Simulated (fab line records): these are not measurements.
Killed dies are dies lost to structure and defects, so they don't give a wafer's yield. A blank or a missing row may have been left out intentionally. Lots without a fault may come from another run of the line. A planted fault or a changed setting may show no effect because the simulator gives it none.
fab line records || flow n5Finfet
record {"lots": 6, "wafers": 18, "lastDay": 17}
route steps=1938 shown HKMG_FIN@415 PASSIVATION@1936
lots untouched by any fault: they come from a run of this same line in which no faults occurred
startH: hours from the record's opening day to when the first of the lot's shown wafers began || waitH: time in hours since the lot's previous step || " same as the row above || L1.1+2: one row covering several wafers at once || - value missing, or start not given || * or withheld: withheld || < > ~ a bound
route shown NAME@n: NAME is a module with steps in the file, n the number in the route of the first one || usual: the fault-free wafers' mean and standard deviation || same: alike in all rows || chamber/n: place in a boat || sites: readings site by site || _std_site: standard deviation across them || _edge_site: the outer-site mean with the inner-site mean subtracted || radiusMm: how far each site lies from the wafer's centre || mask NAME#n: copy n || behind: the most recent tool/chamber to have shaped the wafer || hold: the reason the lot was held/the length of the hold in hours/how it ended || device: transistor that didn't switch, given as n, p or np || end of line: at the end of the route, the tests of the same wafers || for a step that has no rows: nothing shown but its recipe || killed: dies that structure and defects cost at the first sort, which is not the same as the wafer's yield || map: dies across one wafer; x = killed, . = not, _ = none there
set.NAME: the setting that was run; set.NAME@STEP: the one run at that earlier step || model.NAME: the simulator's own value behind a step, which no gauge read
certain route steps with their lots: each step a table, each wafer a row
services: when a tool's chamber went out of use (startH, in hours from the record's first day, below 0 if earlier), for how many hours, and the reason
## steps
# step N5_HKMG_FIN_PRECLEAN_64
# recipe {"chemistry": "dHF", "timeS": 30, "tempC": 25, "dilution": "withheld"}
# step N5_HKMG_FIN_WET_ETCH_65
# recipe {"chemistry": "TMAH", "tempC": 70, "concWtPct": 5, "target": "a-Si", "stopOn": "TiN", "timeS": 49, "targetDepthNm": 3}
# step N5_HKMG_FIN_WET_ETCH_81
# recipe {"chemistry": "SC1", "target": "TiN", "stopOn": "HfO2", "mix": "1:1:5", "tempC": 60, "timeS": 57, "targetDepthNm": 6}
# step N5_HKMG_FIN_WET_ETCH_82
# recipe {"chemistry": "dHCl", "mix": "1:10000", "tempC": 25, "target": "La2O3", "stopOn": "HfO2", "targetDepthNm": 2, "dry": "ipaMarangoni", "rinseTimeS": 30, "rinseTempC": 23}
# step N5_HKMG_FIN_ALD_36
# recipe {"material": "TiN", "targetThkA": 10, "tempC": 400, "aldPrecursorFamily": "TiCl4", "aldCoReactant": "NH3", "pulseTimeS": 1, "purgeTimeS": 3, "coReactantPurgeTimeS": 2, "coReactantPulseTimeS": 2, "aldCycles": 47, "pressureTorr": 3}
# usual {"heaterPowerW": "895/64", "precursorPulseHeightRel": "1.000/0.022"}
# same {"coReactantPurgeTimeS": 2, "pulseTimeS": 1, "purgeTimeS": 3}
{"lot.wafer": "L699.1", "tool": "aldMetal-02", "chamber": 1, "startH": 108.77, "waitH": 0.0, "heaterPowerW": 838, "precursorPulseHeightRel": 0.998}
{"lot.wafer": "L699.2", "tool": "aldMetal-02", "chamber": 3, "startH": 108.77, "waitH": 0.0, "heaterPowerW": 800, "precursorPulseHeightRel": 0.997}
{"lot.wafer": "L699.3", "tool": "aldMetal-02", "chamber": 0, "startH": 108.77, "waitH": 0.0, "heaterPowerW": 956, "precursorPulseHeightRel": 0.997}
{"lot.wafer": "L700.1", "tool": "aldMetal-03", "chamber": 1, "startH": 109.62, "waitH": 0.0, "heaterPowerW": 957, "precursorPulseHeightRel": 1.016}
{"lot.wafer": "L700.2", "tool": "aldMetal-03", "chamber": 3, "startH": 109.62, "waitH": 0.0, "heaterPowerW": 1053, "precursorPulseHeightRel": 1.035}
{"lot.wafer": "L700.5", "tool": "aldMetal-03", "chamber": 1, "startH": 109.62, "waitH": 0.0, "heaterPowerW": 957, "precursorPulseHeightRel": 0.995}
{"lot.wafer": "L702.4", "tool": "aldMetal-04", "chamber": 3, "startH": 120.59, "waitH": 0.2, "heaterPowerW": 849, "precursorPulseHeightRel": 0.992}
{"lot.wafer": "L702.5", "tool": "aldMetal-04", "chamber": 1, "startH": 120.59, "waitH": 0.2, "heaterPowerW": 881, "precursorPulseHeightRel": 0.978}
{"lot.wafer": "L702.6", "tool": "aldMetal-04", "chamber": 2, "startH": 120.59, "waitH": 0.2, "heaterPowerW": 873, "precursorPulseHeightRel": 1.028}
{"lot.wafer": "L704.1", "tool": "aldMetal-03", "chamber": 3, "startH": 133.10, "waitH": 0.0, "heaterPowerW": 1041, "precursorPulseHeightRel": 0.969}
{"lot.wafer": "L704.4", "tool": "aldMetal-03", "chamber": 1, "startH": 133.10, "waitH": 0.0, "heaterPowerW": 944, "precursorPulseHeightRel": 0.974}
{"lot.wafer": "L704.6", "tool": "aldMetal-03", "chamber": 2, "startH": 133.10, "waitH": 0.0, "heaterPowerW": 881, "precursorPulseHeightRel": 1.021}
{"lot.wafer": "L715.2", "tool": "aldMetal-03", "chamber": 1, "startH": 201.69, "waitH": 0.0, "heaterPowerW": 953, "precursorPulseHeightRel": 0.975}
{"lot.wafer": "L715.4", "tool": "aldMetal-03", "chamber": 3, "startH": 201.69, "waitH": 0.0, "heaterPowerW": 1023, "precursorPulseHeightRel": 0.965}
{"lot.wafer": "L715.6", "tool": "aldMetal-03", "chamber": 0, "startH": 201.69, "waitH": 0.0, "heaterPowerW": 865, "precursorPulseHeightRel": 0.982}
{"lot.wafer": "L716.2", "tool": "aldMetal-02", "chamber": 0, "startH": 205.50, "waitH": 0.0, "heaterPowerW": 958, "precursorPulseHeightRel": 1.010}
{"lot.wafer": "L716.5", "tool": "aldMetal-02", "chamber": 3, "startH": 205.50, "waitH": 0.0, "heaterPowerW": 787, "precursorPulseHeightRel": 1.032}
{"lot.wafer": "L716.6", "tool": "aldMetal-02", "chamber": 2, "startH": 205.50, "waitH": 0.0, "heaterPowerW": 867, "precursorPulseHeightRel": 0.982}
# step N5_HKMG_FIN_THK_MEAS_70
# recipe {"thkMeasGauge": "xrf", "reads": "HfO2_of_HKMG_FIN_HK_ALD_01"}
# usual {"HK_THK": "1.580/0.017"}
{"lot.wafer": "L699.1", "tool": "filmMetro-01", "chamber": "-", "startH": 109.05, "waitH": 0.2, "HK_THK[nm]": 1.589}
{"lot.wafer": "L699.2", "tool": "filmMetro-01", "chamber": "-", "startH": 109.05, "waitH": 0.2, "HK_THK[nm]": 1.562}
{"lot.wafer": "L699.3", "tool": "filmMetro-01", "chamber": "-", "startH": 109.05, "waitH": 0.2, "HK_THK[nm]": 1.557}
{"lot.wafer": "L700.1", "tool": "filmMetro-02", "chamber": "-", "startH": 109.90, "waitH": 0.2, "HK_THK[nm]": 1.593}
{"lot.wafer": "L700.2", "tool": "filmMetro-02", "chamber": "-", "startH": 109.90, "waitH": 0.2, "HK_THK[nm]": 1.552}
{"lot.wafer": "L700.5", "tool": "filmMetro-02", "chamber": "-", "startH": 109.90, "waitH": 0.2, "HK_THK[nm]": 1.612}
{"lot.wafer": "L702.4", "tool": "filmMetro-01", "chamber": "-", "startH": 120.74, "waitH": 0.0, "HK_THK[nm]": 1.571}
{"lot.wafer": "L702.5", "tool": "filmMetro-01", "chamber": "-", "startH": 120.74, "waitH": 0.0, "HK_THK[nm]": 1.582}
{"lot.wafer": "L702.6", "tool": "filmMetro-01", "chamber": "-", "startH": 120.74, "waitH": 0.0, "HK_THK[nm]": 1.569}
{"lot.wafer": "L704.1", "tool": "filmMetro-02", "chamber": "-", "startH": 133.38, "waitH": 0.2, "HK_THK[nm]": 1.614}
{"lot.wafer": "L704.4", "tool": "filmMetro-02", "chamber": "-", "startH": 133.38, "waitH": 0.2, "HK_THK[nm]": 1.581}
{"lot.wafer": "L704.6", "tool": "filmMetro-02", "chamber": "-", "startH": 133.38, "waitH": 0.2, "HK_THK[nm]": 1.575}
{"lot.wafer": "L715.2", "tool": "filmMetro-01", "chamber": "-", "startH": 201.97, "waitH": 0.2, "HK_THK[nm]": 1.583}
{"lot.wafer": "L715.4", "tool": "filmMetro-01", "chamber": "-", "startH": 201.97, "waitH": 0.2, "HK_THK[nm]": 1.589}
{"lot.wafer": "L715.6", "tool": "filmMetro-01", "chamber": "-", "startH": 201.97, "waitH": 0.2, "HK_THK[nm]": 1.578}
{"lot.wafer": "L716.2", "tool": "filmMetro-01", "chamber": "-", "startH": 205.78, "waitH": 0.2, "HK_THK[nm]": 1.572}
{"lot.wafer": "L716.5", "tool": "filmMetro-01", "chamber": "-", "startH": 205.78, "waitH": 0.2, "HK_THK[nm]": 1.551}
{"lot.wafer": "L716.6", "tool": "filmMetro-01", "chamber": "-", "startH": 205.78, "waitH": 0.2, "HK_THK[nm]": 1.568}
# step N5_HKMG_FIN_PWFM_ALD_03
# recipe {"material": "TiN", "targetThkA": 20, "tempC": 400, "aldPrecursorFamily": "TiCl4", "aldCoReactant": "NH3", "pulseTimeS": 1, "purgeTimeS": 3, "coReactantPurgeTimeS": 2, "coReactantPulseTimeS": 2, "aldCycles": 91, "pressureTorr": 3}
# usual {"heaterPowerW": "869/55", "precursorPulseHeightRel": "0.996/0.019"}
# same {"coReactantPurgeTimeS": 2, "pulseTimeS": 1, "purgeTimeS": 3}
{"lot.wafer": "L699.1", "tool": "aldMetal-02", "chamber": 3, "startH": 109.09, "waitH": 0.0, "heaterPowerW": 803, "precursorPulseHeightRel": 0.979}
{"lot.wafer": "L699.2", "tool": "aldMetal-02", "chamber": 1, "startH": 109.09, "waitH": 0.0, "heaterPowerW": 843, "precursorPulseHeightRel": 0.969}
{"lot.wafer": "L699.3", "tool": "aldMetal-02", "chamber": 0, "startH": 109.09, "waitH": 0.0, "heaterPowerW": 946, "precursorPulseHeightRel": 1.008}
{"lot.wafer": "L700.1", "tool": "aldMetal-02", "chamber": 0, "startH": 109.94, "waitH": 0.0, "heaterPowerW": 966, "precursorPulseHeightRel": 1.001}
{"lot.wafer": "L700.2", "tool": "aldMetal-02", "chamber": 1, "startH": 109.94, "waitH": 0.0, "heaterPowerW": 863, "precursorPulseHeightRel": 0.993}
{"lot.wafer": "L700.5", "tool": "aldMetal-02", "chamber": 2, "startH": 109.94, "waitH": 0.0, "heaterPowerW": 841, "precursorPulseHeightRel": 0.994}
{"lot.wafer": "L702.4", "tool": "aldMetal-02", "chamber": 0, "startH": 120.78, "waitH": 0.0, "heaterPowerW": 949, "precursorPulseHeightRel": 1.014}
{"lot.wafer": "L702.5", "tool": "aldMetal-02", "chamber": 2, "startH": 120.78, "waitH": 0.0, "heaterPowerW": 845, "precursorPulseHeightRel": 1.005}
{"lot.wafer": "L702.6", "tool": "aldMetal-02", "chamber": 3, "startH": 120.78, "waitH": 0.0, "heaterPowerW": 801, "precursorPulseHeightRel": 1.006}
{"lot.wafer": "L704.1", "tool": "aldMetal-02", "chamber": 3, "startH": 133.42, "waitH": 0.0, "heaterPowerW": 795, "precursorPulseHeightRel": 0.975}
{"lot.wafer": "L704.4", "tool": "aldMetal-02", "chamber": 0, "startH": 133.42, "waitH": 0.0, "heaterPowerW": 942, "precursorPulseHeightRel": 0.956}
{"lot.wafer": "L704.6", "tool": "aldMetal-02", "chamber": 3, "startH": 133.42, "waitH": 0.0, "heaterPowerW": 786, "precursorPulseHeightRel": 0.992}
{"lot.wafer": "L715.2", "tool": "aldMetal-04", "chamber": 2, "startH": 202.01, "waitH": 0.0, "heaterPowerW": 883, "precursorPulseHeightRel": 0.980}
{"lot.wafer": "L715.4", "tool": "aldMetal-04", "chamber": 0, "startH": 202.01, "waitH": 0.0, "heaterPowerW": 863, "precursorPulseHeightRel": 1.001}
{"lot.wafer": "L715.6", "tool": "aldMetal-04", "chamber": 1, "startH": 202.01, "waitH": 0.0, "heaterPowerW": 879, "precursorPulseHeightRel": 1.027}
{"lot.wafer": "L716.2", "tool": "aldMetal-04", "chamber": 1, "startH": 205.81, "waitH": 0.0, "heaterPowerW": 874, "precursorPulseHeightRel": 1.020}
{"lot.wafer": "L716.5", "tool": "aldMetal-04", "chamber": 3, "startH": 205.81, "waitH": 0.0, "heaterPowerW": 845, "precursorPulseHeightRel": 0.983}
{"lot.wafer": "L716.6", "tool": "aldMetal-04", "chamber": 2, "startH": 205.81, "waitH": 0.0, "heaterPowerW": 881, "precursorPulseHeightRel": 0.998}
# step N5_HKMG_FIN_COAT_29
# recipe {"resist": "SOC", "tempC": 250, "timeS": 60, "spinRpm": 1500, "resistThkNm": 300}
# step N5_HKMG_FIN_COAT_30
# recipe {"resist": "SiARC", "tempC": 220, "timeS": 60, "spinRpm": 1500, "resistThkNm": 35}
# step N5_HKMG_FIN_COAT_06
# recipe {"resist": "CAR-ArF", "spinRpm": 1500, "resistThkNm": 90}
# step N5_HKMG_FIN_EBR_08
# recipe {"solvent": "PGMEA", "ebrWidthMm": 1.5}
# step N5_HKMG_FIN_SOFTBAKE_07
# recipe {"tempC": 110, "timeS": 60, "resist": "CAR-ArF"}
# step N5_HKMG_FIN_EXPOSE_09
# recipe {"maskId": "NWFM", "na": 1.35, "sourceShape": "conventional", "sigmaOuter": 0.8, "polarization": "unpolarized", "doseMj": 39.25}
# usual {"exposureDoseMJCm2": "39.30/0.081"}
# same {"sigmaOuter": 0.8}
{"lot.wafer": "L699.1", "tool": "arfiScanner-01", "chamber": 0, "startH": 109.68, "waitH": "-", "mask": "NWFM#0", "exposureDoseMJCm2": 39.19}
{"lot.wafer": "L699.2", "tool": "arfiScanner-01", "chamber": 0, "startH": 109.68, "waitH": "-", "mask": "NWFM#0", "exposureDoseMJCm2": 39.22}
{"lot.wafer": "L699.3", "tool": "arfiScanner-01", "chamber": 0, "startH": 109.68, "waitH": "-", "mask": "NWFM#0", "exposureDoseMJCm2": 39.20}
{"lot.wafer": "L700.1", "tool": "arfiScanner-03", "chamber": 0, "startH": 110.65, "waitH": "-", "mask": "NWFM#0", "exposureDoseMJCm2": 39.39}
{"lot.wafer": "L700.2", "tool": "arfiScanner-03", "chamber": 0, "startH": 110.65, "waitH": "-", "mask": "NWFM#0", "exposureDoseMJCm2": 39.36}
{"lot.wafer": "L700.5", "tool": "arfiScanner-03", "chamber": 0, "startH": 110.65, "waitH": "-", "mask": "NWFM#0", "exposureDoseMJCm2": 39.40}
{"lot.wafer": "L702.4", "tool": "arfiScanner-03", "chamber": 0, "startH": 121.38, "waitH": "-", "mask": "NWFM#0", "exposureDoseMJCm2": 45.92}
{"lot.wafer": "L702.5", "tool": "arfiScanner-03", "chamber": 0, "startH": 121.38, "waitH": "-", "mask": "NWFM#0", "exposureDoseMJCm2": 45.87}
{"lot.wafer": "L702.6", "tool": "arfiScanner-03", "chamber": 0, "startH": 121.38, "waitH": "-", "mask": "NWFM#0", "exposureDoseMJCm2": 45.87}
{"lot.wafer": "L704.1", "tool": "arfiScanner-03", "chamber": 0, "startH": 134.13, "waitH": "-", "mask": "NWFM#0", "exposureDoseMJCm2": 44.54}
{"lot.wafer": "L704.4", "tool": "arfiScanner-03", "chamber": 0, "startH": 134.13, "waitH": "-", "mask": "NWFM#0", "exposureDoseMJCm2": 44.57}
{"lot.wafer": "L704.6", "tool": "arfiScanner-03", "chamber": 0, "startH": 134.13, "waitH": "-", "mask": "NWFM#0", "exposureDoseMJCm2": 44.60}
{"lot.wafer": "L715.2", "tool": "arfiScanner-02", "chamber": 0, "startH": 202.73, "waitH": "-", "mask": "NWFM#0", "exposureDoseMJCm2": 39.33}
{"lot.wafer": "L715.4", "tool": "arfiScanner-02", "chamber": 0, "startH": 202.73, "waitH": "-", "mask": "NWFM#0", "exposureDoseMJCm2": 39.27}
{"lot.wafer": "L715.6", "tool": "arfiScanner-02", "chamber": 0, "startH": 202.73, "waitH": "-", "mask": "NWFM#0", "exposureDoseMJCm2": 39.29}
{"lot.wafer": "L716.2", "tool": "arfiScanner-02", "chamber": 0, "startH": 206.41, "waitH": "-", "mask": "NWFM#0", "exposureDoseMJCm2": 39.31}
{"lot.wafer": "L716.5", "tool": "arfiScanner-02", "chamber": 0, "startH": 206.41, "waitH": "-", "mask": "NWFM#0", "exposureDoseMJCm2": 39.32}
{"lot.wafer": "L716.6", "tool": "arfiScanner-02", "chamber": 0, "startH": 206.41, "waitH": "-", "mask": "NWFM#0", "exposureDoseMJCm2": 39.34}
# step N5_HKMG_FIN_PEB_10
# recipe {"pebTempC": "withheld", "pebTimeS": 60, "resist": "CAR-ArF"}
# step N5_HKMG_FIN_DEVELOP_11
# recipe {"developTimeS": 30, "developer": "TMAH", "resist": "CAR-ArF", "devTempC": 23, "rinseLiquid": "diw", "dry": "airSpin"}
# step N5_HKMG_FIN_CD_MEAS_12
# recipe {"targetCdNm": 92.8, "landingEnergyEv": 500, "detector": "seInlens"}
# usual {"cdNm": "92.7/0.57"}
{"lot.wafer": "L699.1", "tool": "cdSem-03", "chamber": 0, "startH": 109.80, "waitH": "-", "cdNm": 92.7}
{"lot.wafer": "L699.2", "tool": "cdSem-03", "chamber": 0, "startH": 109.80, "waitH": "-", "cdNm": 93.1}
{"lot.wafer": "L699.3", "tool": "cdSem-03", "chamber": 0, "startH": 109.80, "waitH": "-", "cdNm": 93.5}
{"lot.wafer": "L700.1", "tool": "cdSem-01", "chamber": 0, "startH": 110.77, "waitH": "-", "cdNm": 92.6}
{"lot.wafer": "L700.2", "tool": "cdSem-01", "chamber": 0, "startH": 110.77, "waitH": "-", "cdNm": 92.4}
{"lot.wafer": "L700.5", "tool": "cdSem-01", "chamber": 0, "startH": 110.77, "waitH": "-", "cdNm": 91.5}
{"lot.wafer": "L702.4", "tool": "cdSem-03", "chamber": 0, "startH": 121.50, "waitH": "-", "cdNm": 102.0}
{"lot.wafer": "L702.5", "tool": "cdSem-03", "chamber": 0, "startH": 121.50, "waitH": "-", "cdNm": 103.0}
{"lot.wafer": "L702.6", "tool": "cdSem-03", "chamber": 0, "startH": 121.50, "waitH": "-", "cdNm": 103.0}
{"lot.wafer": "L704.1", "tool": "cdSem-01", "chamber": 0, "startH": 134.26, "waitH": "-", "cdNm": 100.3}
{"lot.wafer": "L704.4", "tool": "cdSem-01", "chamber": 0, "startH": 134.26, "waitH": "-", "cdNm": 100.6}
{"lot.wafer": "L704.6", "tool": "cdSem-01", "chamber": 0, "startH": 134.26, "waitH": "-", "cdNm": 100.1}
{"lot.wafer": "L715.2", "tool": "cdSem-02", "chamber": 0, "startH": 202.85, "waitH": "-", "cdNm": 93.1}
{"lot.wafer": "L715.4", "tool": "cdSem-02", "chamber": 0, "startH": 202.85, "waitH": "-", "cdNm": 93.0}
{"lot.wafer": "L715.6", "tool": "cdSem-02", "chamber": 0, "startH": 202.85, "waitH": "-", "cdNm": 92.9}
{"lot.wafer": "L716.2", "tool": "cdSem-01", "chamber": 0, "startH": 206.53, "waitH": "-", "cdNm": 93.3}
{"lot.wafer": "L716.5", "tool": "cdSem-01", "chamber": 0, "startH": 206.53, "waitH": "-", "cdNm": 92.6}
{"lot.wafer": "L716.6", "tool": "cdSem-01", "chamber": 0, "startH": 206.53, "waitH": "-", "cdNm": 93.3}
# step N5_HKMG_FIN_OVL_MEAS_13
# recipe {"pointsPerWafer": 44}
# usual {"NWFM_OVL": "-0.4/0.79"}
{"lot.wafer": "L699.1", "tool": "overlay-02", "chamber": 0, "startH": 109.83, "waitH": 0.0, "NWFM_OVL[nm]": -1.0}
{"lot.wafer": "L699.2", "tool": "overlay-02", "chamber": 0, "startH": 109.83, "waitH": 0.0, "NWFM_OVL[nm]": -1.7}
{"lot.wafer": "L699.3", "tool": "overlay-02", "chamber": 0, "startH": 109.83, "waitH": 0.0, "NWFM_OVL[nm]": -1.5}
{"lot.wafer": "L700.1", "tool": "overlay-02", "chamber": 0, "startH": 110.80, "waitH": 0.0, "NWFM_OVL[nm]": -1.1}
{"lot.wafer": "L700.2", "tool": "overlay-02", "chamber": 0, "startH": 110.80, "waitH": 0.0, "NWFM_OVL[nm]": -1.4}
{"lot.wafer": "L700.5", "tool": "overlay-02", "chamber": 0, "startH": 110.80, "waitH": 0.0, "NWFM_OVL[nm]": -0.1}
{"lot.wafer": "L702.4", "tool": "overlay-02", "chamber": 0, "startH": 121.52, "waitH": 0.0, "NWFM_OVL[nm]": 1.3}
{"lot.wafer": "L702.5", "tool": "overlay-02", "chamber": 0, "startH": 121.52, "waitH": 0.0, "NWFM_OVL[nm]": 1.0}
{"lot.wafer": "L702.6", "tool": "overlay-02", "chamber": 0, "startH": 121.52, "waitH": 0.0, "NWFM_OVL[nm]": 0.3}
{"lot.wafer": "L704.1", "tool": "overlay-01", "chamber": 0, "startH": 134.29, "waitH": 0.0, "NWFM_OVL[nm]": 1.2}
{"lot.wafer": "L704.4", "tool": "overlay-01", "chamber": 0, "startH": 134.29, "waitH": 0.0, "NWFM_OVL[nm]": 0.0}
{"lot.wafer": "L704.6", "tool": "overlay-01", "chamber": 0, "startH": 134.29, "waitH": 0.0, "NWFM_OVL[nm]": 0.4}
{"lot.wafer": "L715.2", "tool": "overlay-01", "chamber": 0, "startH": 202.88, "waitH": 0.0, "NWFM_OVL[nm]": -1.0}
{"lot.wafer": "L715.4", "tool": "overlay-01", "chamber": 0, "startH": 202.88, "waitH": 0.0, "NWFM_OVL[nm]": 0.0}
{"lot.wafer": "L715.6", "tool": "overlay-01", "chamber": 0, "startH": 202.88, "waitH": 0.0, "NWFM_OVL[nm]": -0.2}
{"lot.wafer": "L716.2", "tool": "overlay-02", "chamber": 0, "startH": 206.56, "waitH": 0.0, "NWFM_OVL[nm]": -0.5}
{"lot.wafer": "L716.5", "tool": "overlay-02", "chamber": 0, "startH": 206.56, "waitH": 0.0, "NWFM_OVL[nm]": -1.1}
{"lot.wafer": "L716.6", "tool": "overlay-02", "chamber": 0, "startH": 206.56, "waitH": 0.0, "NWFM_OVL[nm]": -1.9}
# step N5_PASSIVATION_PROBE_49
# usual {"killed_at_M0_to_M3": "30/8.7", "killed_at_M4_up": "14/5.4", "killedAtContacts": "11/6.4", "killedAtFrontEnd": "40/12", "killedAtOther": "3/3.1", "killedDies": "99/17", "killedOpen": "64/12", "killedShort": "33/8.1"}
# same {"grossDies": 1180, "killedAtBackSide": 0}
{"lot.wafer": "L702.4", "tool": "prober-01", "chamber": "-", "startH": 320.20, "waitH": 0.2, "killed_at_M0_to_M3": 23, "killed_at_M4_up": 10, "killedAtContacts": 9, "killedAtFrontEnd": 42, "killedAtOther": 3, "killedDies": 87, "killedOpen": 46, "killedShort": 38}
{"lot.wafer": "L702.5", "tool": "prober-01", "chamber": "-", "startH": 320.25, "waitH": 0.2, "killed_at_M0_to_M3": 26, "killed_at_M4_up": 12, "killedAtContacts": 2, "killedAtFrontEnd": 37, "killedAtOther": 3, "killedDies": 80, "killedOpen": 45, "killedShort": 27}
{"lot.wafer": "L702.6", "tool": "prober-01", "chamber": "-", "startH": 320.30, "waitH": 0.3, "killed_at_M0_to_M3": 25, "killed_at_M4_up": 5, "killedAtContacts": 5, "killedAtFrontEnd": 30, "killedAtOther": 12, "killedDies": 77, "killedOpen": 38, "killedShort": 28}
{"lot.wafer": "L704.1", "tool": "prober-02", "chamber": "-", "startH": 346.85, "waitH": 0.0, "killed_at_M0_to_M3": 26, "killed_at_M4_up": 10, "killedAtContacts": 8, "killedAtFrontEnd": 50, "killedAtOther": 4, "killedDies": 98, "killedOpen": 57, "killedShort": 36}
{"lot.wafer": "L704.4", "tool": "prober-02", "chamber": "-", "startH": 347.00, "waitH": 0.2, "killed_at_M0_to_M3": 24, "killed_at_M4_up": 12, "killedAtContacts": 3, "killedAtFrontEnd": 34, "killedAtOther": 2, "killedDies": 75, "killedOpen": 45, "killedShort": 29}
{"lot.wafer": "L704.6", "tool": "prober-02", "chamber": "-", "startH": 347.10, "waitH": 0.3, "killed_at_M0_to_M3": 21, "killed_at_M4_up": 21, "killedAtContacts": 4, "killedAtFrontEnd": 55, "killedAtOther": 3, "killedDies": 104, "killedOpen": 61, "killedShort": 39}
# killed by level:class
L702.4 FIN_SAQP:geometricParticle:short=12 BEOL_M3:geometricParticle:open=12 FIN_SAQP:geometricParticle:open=8 MOL_CONTACT_COAG:geometricParticle:open=5 BEOL_M0_SAQP:geometricParticle:short=5 STI_FIN_REVEAL:geometricParticle:open=4 MOL_CONTACT_COAG:geometricParticle:short=4 BEOL_M4:geometricParticle:open=4
L702.5 BEOL_M3:geometricParticle:open=14 HKMG_FIN:areaExpose=8 DUMMY_GATE:geometricParticle:open=6 DUMMY_GATE:geometricParticle:short=6 BEOL_M6:geometricParticle:open=5 STI_FIN_REVEAL:geometricParticle:open=4 BEOL_M0_SAQP:geometricParticle:short=4 BEOL_M2:geometricParticle:open=4
L702.6 HKMG_FIN:areaExpose=10 BEOL_M3:geometricParticle:open=7 FIN_SAQP:geometricParticle:open=6 BEOL_M3:geometricParticle:short=6 BEOL_M0:geometricParticle:open=5 PASS1_DEP:geometricParticle:short=5 MOL_CONTACT_COAG:geometricParticle:open=4 BEOL_M6:geometricParticle:open=3
L704.1 DUMMY_GATE:geometricParticle:open=11 GATE_CUT:geometricParticle:short=10 BEOL_M0_SAQP:geometricParticle:open=9 MOL_CONTACT_COAG:geometricParticle:open=7 BEOL_M0_SAQP:geometricParticle:short=6 FIN_SAQP:geometricParticle:short=4 GATE_CUT:geometricParticle:open=4 BEOL_M1:geometricParticle:open=4
L704.4 FIN_SAQP:geometricParticle:open=8 BEOL_M0_SAQP:geometricParticle:short=8 FIN_SAQP:geometricParticle:short=6 BEOL_M2:geometricParticle:open=6 BEOL_M0_SAQP:geometricParticle:open=5 BEOL_M5:geometricParticle:open=5 GATE_CUT:geometricParticle:open=4 GATE_CUT:geometricParticle:short=4
L704.6 GATE_CUT:geometricParticle:short=15 DUMMY_GATE:geometricParticle:open=11 GATE_CUT:geometricParticle:open=8 STI_FIN_REVEAL:geometricParticle:open=7 BEOL_M0_SAQP:geometricParticle:short=7 BEOL_M0_SAQP:geometricParticle:open=5 BEOL_M7:geometricParticle:open=5 MOL_CONTACT_COAG:geometricParticle:open=4
## services
{"tool": "arfiScanner-02", "chamber": "-", "startH": 97.52, "hours": 1.3, "kind": "pm"}
{"tool": "arfiScanner-03", "chamber": "-", "startH": 103.99, "hours": 1.3, "kind": "pm"}
{"tool": "arfiScanner-03", "chamber": "-", "startH": 105.55, "hours": 3.1, "kind": "pm"}
{"tool": "arfiScanner-01", "chamber": "-", "startH": 110.12, "hours": 4.7, "kind": "repair"}
{"tool": "aldMetal-04", "chamber": 0, "startH": 112.37, "hours": 43.1, "kind": "repair"}
{"tool": "arfiScanner-03", "chamber": "-", "startH": 123.03, "hours": 0.8, "kind": "pm"}
{"tool": "arfiScanner-03", "chamber": 0, "startH": 131.42, "hours": "-", "kind": "calibration"}
{"tool": "aldMetal-02", "chamber": 0, "startH": 139.92, "hours": 23.9, "kind": "repair"}
{"tool": "arfiScanner-03", "chamber": "-", "startH": 142.89, "hours": 0.8, "kind": "pm"}
{"tool": "arfiScanner-02", "chamber": "-", "startH": 151.21, "hours": 1.0, "kind": "pm"}
{"tool": "arfiScanner-03", "chamber": "-", "startH": 155.10, "hours": 1.0, "kind": "pm"}
{"tool": "arfiScanner-01", "chamber": 0, "startH": 162.09, "hours": "-", "kind": "calibration"}
{"tool": "aldMetal-02", "chamber": 2, "startH": 166.83, "hours": 15.7, "kind": "repair"}
{"tool": "aldMetal-04", "chamber": "-", "startH": 168.42, "hours": 0.4, "kind": "repair"}
{"tool": "aldMetal-03", "chamber": 2, "startH": 174.95, "hours": 6.9, "kind": "repair"}
{"tool": "aldMetal-04", "chamber": "-", "startH": 177.18, "hours": 2.8, "kind": "pm"}
{"tool": "arfiScanner-01", "chamber": "-", "startH": 179.16, "hours": 0.8, "kind": "repair"}
{"tool": "aldMetal-02", "chamber": 1, "startH": 182.68, "hours": 12.8, "kind": "repair"}
{"tool": "arfiScanner-02", "chamber": "-", "startH": 185.73, "hours": 1.4, "kind": "repair"}
{"tool": "arfiScanner-01", "chamber": "-", "startH": 185.83, "hours": 1.3, "kind": "pm"}
{"tool": "arfiScanner-02", "chamber": "-", "startH": 189.66, "hours": 0.8, "kind": "pm"}
{"tool": "arfiScanner-01", "chamber": "-", "startH": 193.02, "hours": 1.3, "kind": "repair"}
{"tool": "aldMetal-04", "chamber": "-", "startH": 198.62, "hours": 0.9, "kind": "repair"}
{"tool": "arfiScanner-02", "chamber": 0, "startH": 199.46, "hours": "-", "kind": "calibration"}
## key
firstSign {"step": "N5_HKMG_FIN_EXPOSE_09", "reading": "exposureDoseMJCm2", "direction": "up", "sigmas": 73, "usual": 39.30, "struck": 45.23}
effect {"step": "N5_HKMG_FIN_CD_MEAS_12", "reading": "cdNm", "direction": "up", "sigmas": 16, "usual": 92.7, "struck": 101.5, "through": "controlLoop"}
metAt N5_HKMG_FIN_EXPOSE_09
struckWafers L702.4,L702.5,L702.6,L704.1,L704.4,L704.6
testerLeftOut L702,L704
loopTrim {"step": "N5_HKMG_FIN_EXPOSE_09", "setting": "dose", "lots": "L704"}
onsetBetween 110.65 121.38
fault {"kind": "processParameterDrift", "tool": "arfiScanner-03", "chamber": "-", "onsetH": 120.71, "steps": "N5_HKMG_FIN_EXPOSE_09", "channel": "doseMj", "offset": 6.4623, "shape": "step", "actsIn": "theseRecipesOnly", "stated": 39.25}
# testerLeftOut: of these lots the tester's yield and bins aren't shown, on N5 and GAA mostly nor the transistor test; their killed dies are dies lost to structure and defects alone, not to doping, threshold or leakage, so they don't give the yield
# loopTrim: a control loop set the setting to another value than it would have without faults
